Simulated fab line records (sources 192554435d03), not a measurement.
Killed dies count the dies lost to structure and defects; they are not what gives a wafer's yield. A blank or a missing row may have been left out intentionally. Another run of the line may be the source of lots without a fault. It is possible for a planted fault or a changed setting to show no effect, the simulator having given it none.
The tool behind it: which one? || flow n5Finfet || 41 wafers from 14 lots sampled at 6 of the route's 1938 steps

== WHAT THE GAUGES SHOWED, per wafer ==
N5_BEOL_M4_THK_MEAS_01. Usual: M4_ILD_THK typically reads 78.9 nm, with standard deviation 1.1.
{"lot": "L579", "measured": "day 7 09:41", "on": "filmMetro-02", "M4_ILD_THK (nm)": "79.6 78.4 79.9", "flag": ""}
{"lot": "L580", "measured": "day 8 06:23", "on": "filmMetro-01", "M4_ILD_THK (nm)": "78.0 76.3 77.3", "flag": ""}
{"lot": "L581", "measured": "day 8 17:29", "on": "filmMetro-02", "M4_ILD_THK (nm)": "77.2 75.9 77.9", "flag": ""}
{"lot": "L585", "measured": "day 9 03:32", "on": "filmMetro-01", "M4_ILD_THK (nm)": "78.4 79.1 79.9", "flag": ""}
{"lot": "L587", "measured": "day 9 22:13", "on": "filmMetro-01", "M4_ILD_THK (nm)": "78.1 28.7 79.6", "flag": "OFF"}
{"lot": "L588", "measured": "day 10 00:48", "on": "filmMetro-01", "M4_ILD_THK (nm)": "78.2 77.8 27.3", "flag": "OFF"}
{"lot": "L592", "measured": "day 11 01:55", "on": "filmMetro-02", "M4_ILD_THK (nm)": "78.5 77.4 78.3", "flag": ""}
{"lot": "L594", "measured": "day 11 09:32", "on": "filmMetro-02", "M4_ILD_THK (nm)": "79.3 80.0 79.3", "flag": ""}
{"lot": "L596", "measured": "day 11 19:26", "on": "filmMetro-02", "M4_ILD_THK (nm)": "78.9 80.1 81.2", "flag": ""}
{"lot": "L598", "measured": "day 12 08:18", "on": "filmMetro-01", "M4_ILD_THK (nm)": "78.0 78.7 79.6", "flag": ""}
{"lot": "L599", "measured": "day 13 01:07", "on": "filmMetro-01", "M4_ILD_THK (nm)": "78.5 80.3 79.8", "flag": ""}
{"lot": "L600", "measured": "day 13 10:22", "on": "filmMetro-01", "M4_ILD_THK (nm)": "78.5 80.6 80.0", "flag": ""}
{"lot": "L601", "measured": "day 13 04:56", "on": "filmMetro-02", "M4_ILD_THK (nm)": "82.2 80.5", "flag": ""}
{"lot": "L602", "measured": "day 13 20:25", "on": "filmMetro-01", "M4_ILD_THK (nm)": "77.2 77.4 77.7", "flag": ""}

N5_BEOL_M4_RC_MEAS_101. Usual: DIBL_N 35.7 mV/V, standard deviation 1.5; DIBL_P 35.7 mV/V, standard deviation 2; IOFF_N 0.155 nA/um, standard deviation 0.026; IOFF_P 0.20 nA/um, standard deviation 0.031; ION_N 675 uA/um, standard deviation 11; ION_P 462 uA/um, standard deviation 7.1; SS_N 71.3 mV/dec, standard deviation 0.57; SS_P 73.1 mV/dec, standard deviation 0.56; VT_N 250 mV, standard deviation 3; VT_P -251 mV, standard deviation 3.
{"lot": "L579", "measured": "day 8 07:52", "on": "prober-02", "DIBL_N (mV/V)": "36.7 37.2 35.3", "DIBL_P (mV/V)": "36.3 36.8 34.4", "IOFF_N (nA/um)": "0.153 0.171 0.142", "IOFF_P (nA/um)": "0.21 0.23 0.18", "ION_N (uA/um)": "667 673 666", "ION_P (uA/um)": "459 459 461", "SS_N (mV/dec)": "71.6 71.7 71.2", "SS_P (mV/dec)": "72.7 73.6 72.6", "VT_N (mV)": "251 250 252", "VT_P (mV)": "-252 -249 -251", "flag": ""}
{"lot": "L580", "measured": "day 8 17:17", "on": "prober-01", "DIBL_N (mV/V)": "37.9 37.5 35.9", "DIBL_P (mV/V)": "38.4 37.2 36.3", "IOFF_N (nA/um)": "0.208 0.182 0.166", "IOFF_P (nA/um)": "0.24 0.23 0.22", "ION_N (uA/um)": "696 671 688", "ION_P (uA/um)": "472 461 474", "SS_N (mV/dec)": "72.1 71.8 70.9", "SS_P (mV/dec)": "73.4 73.3 73.4", "VT_N (mV)": "245 247 247", "VT_P (mV)": "-247 -248 -249", "flag": ""}
{"lot": "L581", "measured": "day 9 02:08", "on": "prober-02", "DIBL_N (mV/V)": "34.0 36.0 33.7", "DIBL_P (mV/V)": "33.8 37.2 33.5", "IOFF_N (nA/um)": "0.141 0.186 0.142", "IOFF_P (nA/um)": "0.19 0.26 0.19", "ION_N (uA/um)": "683 685 678", "ION_P (uA/um)": "462 468 465", "SS_N (mV/dec)": "71.2 71.9 70.4", "SS_P (mV/dec)": "72.1 73.3 72.3", "VT_N (mV)": "250 245 249", "VT_P (mV)": "-250 -246 -250", "flag": ""}
{"lot": "L585", "measured": "day 10 00:43", "on": "prober-01", "DIBL_N (mV/V)": "36.2 37.4 35.3", "DIBL_P (mV/V)": "37.5 38.2 36.8", "IOFF_N (nA/um)": "0.178 0.200 0.169", "IOFF_P (nA/um)": "0.24 0.24 0.22", "ION_N (uA/um)": "685 684 686", "ION_P (uA/um)": "470 469 475", "SS_N (mV/dec)": "71.6 71.5 70.8", "SS_P (mV/dec)": "72.9 73.6 72.9", "VT_N (mV)": "246 245 247", "VT_P (mV)": "-247 -246 -250", "flag": ""}
{"lot": "L587", "measured": "day 10 09:34", "on": "prober-01", "DIBL_N (mV/V)": "36.5 37.2", "DIBL_P (mV/V)": "35.5 35.3", "IOFF_N (nA/um)": "0.148 0.156", "IOFF_P (nA/um)": "0.22 0.22", "ION_N (uA/um)": "666 662", "ION_P (uA/um)": "462 453", "SS_N (mV/dec)": "71.8 71.4", "SS_P (mV/dec)": "73.4 73.3", "VT_N (mV)": "252 254", "VT_P (mV)": "-249 -246", "flag": ""}
{"lot": "L588", "measured": "day 10 08:38", "on": "prober-01", "DIBL_N (mV/V)": "34.8 36.7", "DIBL_P (mV/V)": "33.6 35.2", "IOFF_N (nA/um)": "0.122 0.161", "IOFF_P (nA/um)": "0.17 0.18", "ION_N (uA/um)": "652 677", "ION_P (uA/um)": "450 459", "SS_N (mV/dec)": "71.1 71.2", "SS_P (mV/dec)": "73.1 73.7", "VT_N (mV)": "255 248", "VT_P (mV)": "-256 -256", "flag": ""}
{"lot": "L592", "measured": "day 11 15:58", "on": "prober-02", "DIBL_N (mV/V)": "40.4 35.7 37.5", "DIBL_P (mV/V)": "41.2 35.2 37.8", "IOFF_N (nA/um)": "0.250 0.151 0.180", "IOFF_P (nA/um)": "0.28 0.19 0.21", "ION_N (uA/um)": "700 672 685", "ION_P (uA/um)": "466 460 466", "SS_N (mV/dec)": "72.0 70.9 71.6", "SS_P (mV/dec)": "74.0 72.9 73.3", "VT_N (mV)": "243 250 250", "VT_P (mV)": "-248 -254 -252", "flag": ""}
{"lot": "L594", "measured": "day 11 20:23", "on": "prober-02", "DIBL_N (mV/V)": "37.2 37.9 36.4", "DIBL_P (mV/V)": "36.8 38.4 36.6", "IOFF_N (nA/um)": "0.162 0.173 0.152", "IOFF_P (nA/um)": "0.21 0.23 0.21", "ION_N (uA/um)": "670 679 672", "ION_P (uA/um)": "459 462 456", "SS_N (mV/dec)": "71.5 71.5 72.0", "SS_P (mV/dec)": "73.0 73.5 72.5", "VT_N (mV)": "253 250 251", "VT_P (mV)": "-248 -249 -250", "flag": ""}
{"lot": "L596", "measured": "day 12 03:52", "on": "prober-01", "DIBL_N (mV/V)": "35.5 37.5 35.3", "DIBL_P (mV/V)": "35.8 39.5 35.7", "IOFF_N (nA/um)": "0.158 0.209 0.144", "IOFF_P (nA/um)": "0.20 0.26 0.20", "ION_N (uA/um)": "681 700 661", "ION_P (uA/um)": "464 476 460", "SS_N (mV/dec)": "70.7 71.8 71.2", "SS_P (mV/dec)": "73.1 73.2 72.8", "VT_N (mV)": "246 242 249", "VT_P (mV)": "-251 -247 -250", "flag": ""}
{"lot": "L598", "measured": "day 12 22:20", "on": "prober-01", "DIBL_N (mV/V)": "34.8 36.9 36.3", "DIBL_P (mV/V)": "33.1 36.3 35.8", "IOFF_N (nA/um)": "0.112 0.160 0.146", "IOFF_P (nA/um)": "0.18 0.23 0.22", "ION_N (uA/um)": "654 682 679", "ION_P (uA/um)": "458 474 468", "SS_N (mV/dec)": "71.0 71.2 71.5", "SS_P (mV/dec)": "72.4 73.0 72.6", "VT_N (mV)": "255 248 250", "VT_P (mV)": "-251 -247 -249", "flag": ""}
{"lot": "L599", "measured": "day 13 17:22", "on": "prober-01", "DIBL_N (mV/V)": "34.4 33.9 36.7", "DIBL_P (mV/V)": "34.9 34.4 37.3", "IOFF_N (nA/um)": "0.137 0.128 0.166", "IOFF_P (nA/um)": "0.18 0.18 0.21", "ION_N (uA/um)": "666 659 675", "ION_P (uA/um)": "456 456 459", "SS_N (mV/dec)": "71.0 71.1 71.2", "SS_P (mV/dec)": "72.7 72.4 73.2", "VT_N (mV)": "251 252 250", "VT_P (mV)": "-253 -255 -253", "flag": ""}
{"lot": "L600", "measured": "day 14 00:05", "on": "prober-02", "DIBL_N (mV/V)": "31.0 36.2 37.6", "DIBL_P (mV/V)": "29.9 35.2 38.5", "IOFF_N (nA/um)": "0.093 0.162 0.201", "IOFF_P (nA/um)": "0.14 0.20 0.26", "ION_N (uA/um)": "657 678 679", "ION_P (uA/um)": "459 460 464", "SS_N (mV/dec)": "69.6 71.8 71.5", "SS_P (mV/dec)": "71.6 73.4 73.3", "VT_N (mV)": "255 248 249", "VT_P (mV)": "-254 -250 -248", "flag": ""}
{"lot": "L601", "measured": "day 14 00:10", "on": "prober-01", "DIBL_N (mV/V)": "36.4 37.0", "DIBL_P (mV/V)": "38.0 39.4", "IOFF_N (nA/um)": "0.163 0.172", "IOFF_P (nA/um)": "0.20 0.22", "ION_N (uA/um)": "666 676", "ION_P (uA/um)": "459 464", "SS_N (mV/dec)": "71.1 71.1", "SS_P (mV/dec)": "73.1 73.1", "VT_N (mV)": "246 249", "VT_P (mV)": "-252 -251", "flag": ""}
{"lot": "L602", "measured": "day 14 08:04", "on": "prober-02", "DIBL_N (mV/V)": "36.7 37.4 35.5", "DIBL_P (mV/V)": "38.3 38.4 37.9", "IOFF_N (nA/um)": "0.173 0.189 0.159", "IOFF_P (nA/um)": "0.21 0.22 0.21", "ION_N (uA/um)": "680 674 683", "ION_P (uA/um)": "466 461 462", "SS_N (mV/dec)": "72.6 71.5 72.3", "SS_P (mV/dec)": "73.2 73.3 72.8", "VT_N (mV)": "247 246 249", "VT_P (mV)": "-251 -251 -250", "flag": ""}

== WHICH TOOL RAN EACH LOT (tool, then ch and the chambers of the sampled wafers, then the start) ==
{"lot": "L579", "N5_BEOL_M3_ANNEAL_80": "pvdSputter-02, day 7 05:54", "N5_BEOL_M3_SPUTTER_92": "pvdSputter-02, day 7 06:55", "N5_BEOL_M3_PRE_CLEAN_60": "cvdCo-02 ch 0,2, day 7 09:19", "N5_BEOL_M4_ILD_DEP_00": "pecvd-02 ch 0,1,2, day 7 09:37"}
{"lot": "L580", "N5_BEOL_M3_ANNEAL_80": "pvdSputter-01, day 7 18:17", "N5_BEOL_M3_SPUTTER_92": "pvdSputter-01, day 7 19:19", "N5_BEOL_M3_PRE_CLEAN_60": "cvdCo-01 ch 0,1,2, day 8 06:02", "N5_BEOL_M4_ILD_DEP_00": "pecvd-02 ch 1,2, day 8 06:19"}
{"lot": "L581", "N5_BEOL_M3_ANNEAL_80": "pvdSputter-01, day 8 11:56", "N5_BEOL_M3_SPUTTER_92": "pvdSputter-01, day 8 12:58", "N5_BEOL_M3_PRE_CLEAN_60": "cvdCo-01 ch 1,2, day 8 17:07", "N5_BEOL_M4_ILD_DEP_00": "pecvd-03 ch 0,2, day 8 17:25"}
{"lot": "L585", "N5_BEOL_M3_ANNEAL_80": "pvdSputter-02, day 9 00:54", "N5_BEOL_M3_SPUTTER_92": "pvdSputter-02, day 9 01:55", "N5_BEOL_M3_PRE_CLEAN_60": "cvdCo-02 ch 0,1,2, day 9 03:11", "N5_BEOL_M4_ILD_DEP_00": "pecvd-02 ch 0,1,2, day 9 03:28"}
{"lot": "L587", "N5_BEOL_M3_ANNEAL_80": "pvdSputter-03, day 9 19:06", "N5_BEOL_M3_SPUTTER_92": "pvdSputter-03, day 9 20:07", "N5_BEOL_M3_PRE_CLEAN_60": "cvdCo-02 ch 1,2, day 9 21:49", "N5_BEOL_M4_ILD_DEP_00": "pecvd-03 ch 0,1, day 9 22:07"}
{"lot": "L588", "N5_BEOL_M3_ANNEAL_80": "pvdSputter-01, day 9 22:02", "N5_BEOL_M3_SPUTTER_92": "pvdSputter-01, day 9 23:03", "N5_BEOL_M3_PRE_CLEAN_60": "cvdCo-01 ch 0,1, day 10 00:26", "N5_BEOL_M4_ILD_DEP_00": "pecvd-03 ch 0,1, day 10 00:43"}
{"lot": "L592", "N5_BEOL_M3_ANNEAL_80": "pvdSputter-03, day 10 23:10", "N5_BEOL_M3_SPUTTER_92": "pvdSputter-03, day 11 00:11", "N5_BEOL_M3_PRE_CLEAN_60": "cvdCo-02 ch 0, day 11 01:30", "N5_BEOL_M4_ILD_DEP_00": "pecvd-01 ch 1,2, day 11 01:50"}
{"lot": "L594", "N5_BEOL_M3_ANNEAL_80": "pvdSputter-03, day 11 06:50", "N5_BEOL_M3_SPUTTER_92": "pvdSputter-03, day 11 07:52", "N5_BEOL_M3_PRE_CLEAN_60": "cvdCo-02 ch 0,2, day 11 09:07", "N5_BEOL_M4_ILD_DEP_00": "pecvd-01 ch 0,1,2, day 11 09:28"}
{"lot": "L596", "N5_BEOL_M3_ANNEAL_80": "pvdSputter-01, day 11 16:48", "N5_BEOL_M3_SPUTTER_92": "pvdSputter-01, day 11 17:49", "N5_BEOL_M3_PRE_CLEAN_60": "cvdCo-01 ch 0,1,2, day 11 19:05", "N5_BEOL_M4_ILD_DEP_00": "pecvd-02 ch 0,1,2, day 11 19:22"}
{"lot": "L598", "N5_BEOL_M3_ANNEAL_80": "pvdSputter-03, day 12 05:40", "N5_BEOL_M3_SPUTTER_92": "pvdSputter-03, day 12 06:41", "N5_BEOL_M3_PRE_CLEAN_60": "cvdCo-02 ch 0,2, day 12 07:56", "N5_BEOL_M4_ILD_DEP_00": "pecvd-02 ch 0,2, day 12 08:14"}
{"lot": "L599", "N5_BEOL_M3_ANNEAL_80": "pvdSputter-02, day 12 22:27", "N5_BEOL_M3_SPUTTER_92": "pvdSputter-02, day 12 23:28", "N5_BEOL_M3_PRE_CLEAN_60": "cvdCo-02 ch 0,1,2, day 13 00:44", "N5_BEOL_M4_ILD_DEP_00": "pecvd-01 ch 0,1,2, day 13 01:04"}
{"lot": "L600", "N5_BEOL_M3_ANNEAL_80": "pvdSputter-03, day 12 22:53", "N5_BEOL_M3_SPUTTER_92": "pvdSputter-03, day 13 08:44", "N5_BEOL_M3_PRE_CLEAN_60": "cvdCo-01 ch 0,1,2, day 13 09:59", "N5_BEOL_M4_ILD_DEP_00": "pecvd-01 ch 0,2, day 13 10:19"}
{"lot": "L601", "N5_BEOL_M3_ANNEAL_80": "pvdSputter-02, day 13 02:12", "N5_BEOL_M3_SPUTTER_92": "pvdSputter-02, day 13 03:11", "N5_BEOL_M3_PRE_CLEAN_60": "cvdCo-02 ch 1,2, day 13 04:28", "N5_BEOL_M4_ILD_DEP_00": "pecvd-01 ch 1,2, day 13 04:52"}
{"lot": "L602", "N5_BEOL_M3_ANNEAL_80": "pvdSputter-02, day 13 17:31", "N5_BEOL_M3_SPUTTER_92": "pvdSputter-02, day 13 18:40", "N5_BEOL_M3_PRE_CLEAN_60": "cvdCo-01 ch 0,1,2, day 13 20:03", "N5_BEOL_M4_ILD_DEP_00": "pecvd-03 ch 0,1,2, day 13 20:22"}
- N5_BEOL_M3_ANNEAL_80: time 240 s.
- N5_BEOL_M3_SPUTTER_92: material Cu, target thk 4.5 nm, time 8.29 s.
- N5_BEOL_M3_PRE_CLEAN_60: time 15 s.
- N5_BEOL_M4_ILD_DEP_00: deposits SiOC from DEMS/O2, target thk 79 nm, time 15.3 s.

== WHAT THE TOOLS THEMSELVES READ (means of the sampled wafers that have a number; where no wafer has one, the mark that the record gives instead) ==
N5_BEOL_M3_ANNEAL_80. Usual: heaterPowerW 826 W, standard deviation 110.
{"lot": "L579", "tool": "pvdSputter-02", "heaterPowerW (W)": 866, "flag": ""}
{"lot": "L580", "tool": "pvdSputter-01", "heaterPowerW (W)": 786, "flag": ""}
{"lot": "L581", "tool": "pvdSputter-01", "heaterPowerW (W)": 842, "flag": ""}
{"lot": "L585", "tool": "pvdSputter-02", "heaterPowerW (W)": 731, "flag": ""}
{"lot": "L587", "tool": "pvdSputter-03", "heaterPowerW (W)": 819, "flag": ""}
{"lot": "L588", "tool": "pvdSputter-01", "heaterPowerW (W)": 775, "flag": ""}
{"lot": "L592", "tool": "pvdSputter-03", "heaterPowerW (W)": 736, "flag": ""}
{"lot": "L594", "tool": "pvdSputter-03", "heaterPowerW (W)": 804, "flag": ""}
{"lot": "L596", "tool": "pvdSputter-01", "heaterPowerW (W)": 783, "flag": ""}
{"lot": "L598", "tool": "pvdSputter-03", "heaterPowerW (W)": 773, "flag": ""}
{"lot": "L599", "tool": "pvdSputter-02", "heaterPowerW (W)": 773, "flag": ""}
{"lot": "L600", "tool": "pvdSputter-03", "heaterPowerW (W)": 825, "flag": ""}
{"lot": "L601", "tool": "pvdSputter-02", "heaterPowerW (W)": 762, "flag": ""}
{"lot": "L602", "tool": "pvdSputter-02", "heaterPowerW (W)": 852, "flag": ""}

N5_BEOL_M3_SPUTTER_92. Usual: throttleValvePct 30.3 %, standard deviation 1.3.
{"lot": "L579", "tool": "pvdSputter-02", "throttleValvePct (%)": 29.6, "flag": ""}
{"lot": "L580", "tool": "pvdSputter-01", "throttleValvePct (%)": 29.7, "flag": ""}
{"lot": "L581", "tool": "pvdSputter-01", "throttleValvePct (%)": 31.3, "flag": ""}
{"lot": "L585", "tool": "pvdSputter-02", "throttleValvePct (%)": 30.2, "flag": ""}
{"lot": "L587", "tool": "pvdSputter-03", "throttleValvePct (%)": 31.0, "flag": ""}
{"lot": "L588", "tool": "pvdSputter-01", "throttleValvePct (%)": 29.7, "flag": ""}
{"lot": "L592", "tool": "pvdSputter-03", "throttleValvePct (%)": 29.4, "flag": ""}
{"lot": "L594", "tool": "pvdSputter-03", "throttleValvePct (%)": 29.6, "flag": ""}
{"lot": "L596", "tool": "pvdSputter-01", "throttleValvePct (%)": 30.2, "flag": ""}
{"lot": "L598", "tool": "pvdSputter-03", "throttleValvePct (%)": 30.8, "flag": ""}
{"lot": "L599", "tool": "pvdSputter-02", "throttleValvePct (%)": 30.2, "flag": ""}
{"lot": "L600", "tool": "pvdSputter-03", "throttleValvePct (%)": 28.6, "flag": ""}
{"lot": "L601", "tool": "pvdSputter-02", "throttleValvePct (%)": 30.5, "flag": ""}
{"lot": "L602", "tool": "pvdSputter-02", "throttleValvePct (%)": 30.1, "flag": ""}

N5_BEOL_M3_PRE_CLEAN_60. Usual: heaterPowerW 105 W, standard deviation 26.
{"lot": "L579", "tool": "cvdCo-02", "heaterPowerW (W)": 98, "flag": ""}
{"lot": "L580", "tool": "cvdCo-01", "heaterPowerW (W)": 99, "flag": ""}
{"lot": "L581", "tool": "cvdCo-01", "heaterPowerW (W)": 101, "flag": ""}
{"lot": "L585", "tool": "cvdCo-02", "heaterPowerW (W)": 106, "flag": ""}
{"lot": "L587", "tool": "cvdCo-02", "heaterPowerW (W)": 113, "flag": ""}
{"lot": "L588", "tool": "cvdCo-01", "heaterPowerW (W)": 98, "flag": ""}
{"lot": "L592", "tool": "cvdCo-02", "heaterPowerW (W)": 84, "flag": ""}
{"lot": "L594", "tool": "cvdCo-02", "heaterPowerW (W)": 100, "flag": ""}
{"lot": "L596", "tool": "cvdCo-01", "heaterPowerW (W)": 102, "flag": ""}
{"lot": "L598", "tool": "cvdCo-02", "heaterPowerW (W)": 116, "flag": ""}
{"lot": "L599", "tool": "cvdCo-02", "heaterPowerW (W)": 109, "flag": ""}
{"lot": "L600", "tool": "cvdCo-01", "heaterPowerW (W)": 100, "flag": ""}
{"lot": "L601", "tool": "cvdCo-02", "heaterPowerW (W)": 122, "flag": ""}
{"lot": "L602", "tool": "cvdCo-01", "heaterPowerW (W)": 101, "flag": ""}

N5_BEOL_M4_ILD_DEP_00. Usual: heaterPowerW 468 W, standard deviation 79; showerheadPlenumPTorr 5.691 Torr, standard deviation 0.016; throttleValvePct 12.1 %, standard deviation 0.89.
{"lot": "L579", "tool": "pecvd-02", "heaterPowerW (W)": 491, "showerheadPlenumPTorr (Torr)": 5.695, "throttleValvePct (%)": 11.5, "flag": ""}
{"lot": "L580", "tool": "pecvd-02", "heaterPowerW (W)": 474, "showerheadPlenumPTorr (Torr)": 5.695, "throttleValvePct (%)": 11.3, "flag": ""}
{"lot": "L581", "tool": "pecvd-03", "heaterPowerW (W)": 433, "showerheadPlenumPTorr (Torr)": 5.692, "throttleValvePct (%)": 11.8, "flag": ""}
{"lot": "L585", "tool": "pecvd-02", "heaterPowerW (W)": 433, "showerheadPlenumPTorr (Torr)": 5.694, "throttleValvePct (%)": 11.6, "flag": ""}
{"lot": "L587", "tool": "pecvd-03", "heaterPowerW (W)": 434, "showerheadPlenumPTorr (Torr)": 5.688, "throttleValvePct (%)": 12.0, "flag": ""}
{"lot": "L588", "tool": "pecvd-03", "heaterPowerW (W)": 431, "showerheadPlenumPTorr (Torr)": 5.684, "throttleValvePct (%)": 12.2, "flag": ""}
{"lot": "L592", "tool": "pecvd-01", "heaterPowerW (W)": 504, "showerheadPlenumPTorr (Torr)": 5.705, "throttleValvePct (%)": 12.5, "flag": ""}
{"lot": "L594", "tool": "pecvd-01", "heaterPowerW (W)": 468, "showerheadPlenumPTorr (Torr)": 5.689, "throttleValvePct (%)": 12.7, "flag": ""}
{"lot": "L596", "tool": "pecvd-02", "heaterPowerW (W)": 462, "showerheadPlenumPTorr (Torr)": 5.695, "throttleValvePct (%)": 11.7, "flag": ""}
{"lot": "L598", "tool": "pecvd-02", "heaterPowerW (W)": 479, "showerheadPlenumPTorr (Torr)": 5.693, "throttleValvePct (%)": 12.3, "flag": ""}
{"lot": "L599", "tool": "pecvd-01", "heaterPowerW (W)": 469, "showerheadPlenumPTorr (Torr)": 5.692, "throttleValvePct (%)": 12.6, "flag": ""}
{"lot": "L600", "tool": "pecvd-01", "heaterPowerW (W)": 483, "showerheadPlenumPTorr (Torr)": 5.706, "throttleValvePct (%)": 12.0, "flag": ""}
{"lot": "L601", "tool": "pecvd-01", "heaterPowerW (W)": 526, "showerheadPlenumPTorr (Torr)": 5.705, "throttleValvePct (%)": 13.2, "flag": ""}
{"lot": "L602", "tool": "pecvd-03", "heaterPowerW (W)": 457, "showerheadPlenumPTorr (Torr)": 5.695, "throttleValvePct (%)": 12.0, "flag": ""}

== THE ANSWER, worked out from the rows above alone ==
Rule: a lot counts as off when the mean over its wafers that have a number is more than 3 standard deviations away from the usual mean. Also off: a lot with no number at a reading for which 4 or more lots have one. All remaining lots with rows at the step are treated as sound. First the gauges in route order, then the tools' own readings, where a lot's mean is used as printed above. At the first step where some lot is off, the reading lying furthest off is the one used; lots without a number count as furthest.
Off: L587, L588, at N5_BEOL_M4_THK_MEAS_01 (M4_ILD_THK).
A tool fits if, at a process step before that reading, it ran every lot that is off, and no sound lot after the first of them. The gauges at N5_BEOL_M4_THK_MEAS_01 are tried like those tools. Of those tried, none fits.

== WHAT THE SIMULATOR PUT IN ==
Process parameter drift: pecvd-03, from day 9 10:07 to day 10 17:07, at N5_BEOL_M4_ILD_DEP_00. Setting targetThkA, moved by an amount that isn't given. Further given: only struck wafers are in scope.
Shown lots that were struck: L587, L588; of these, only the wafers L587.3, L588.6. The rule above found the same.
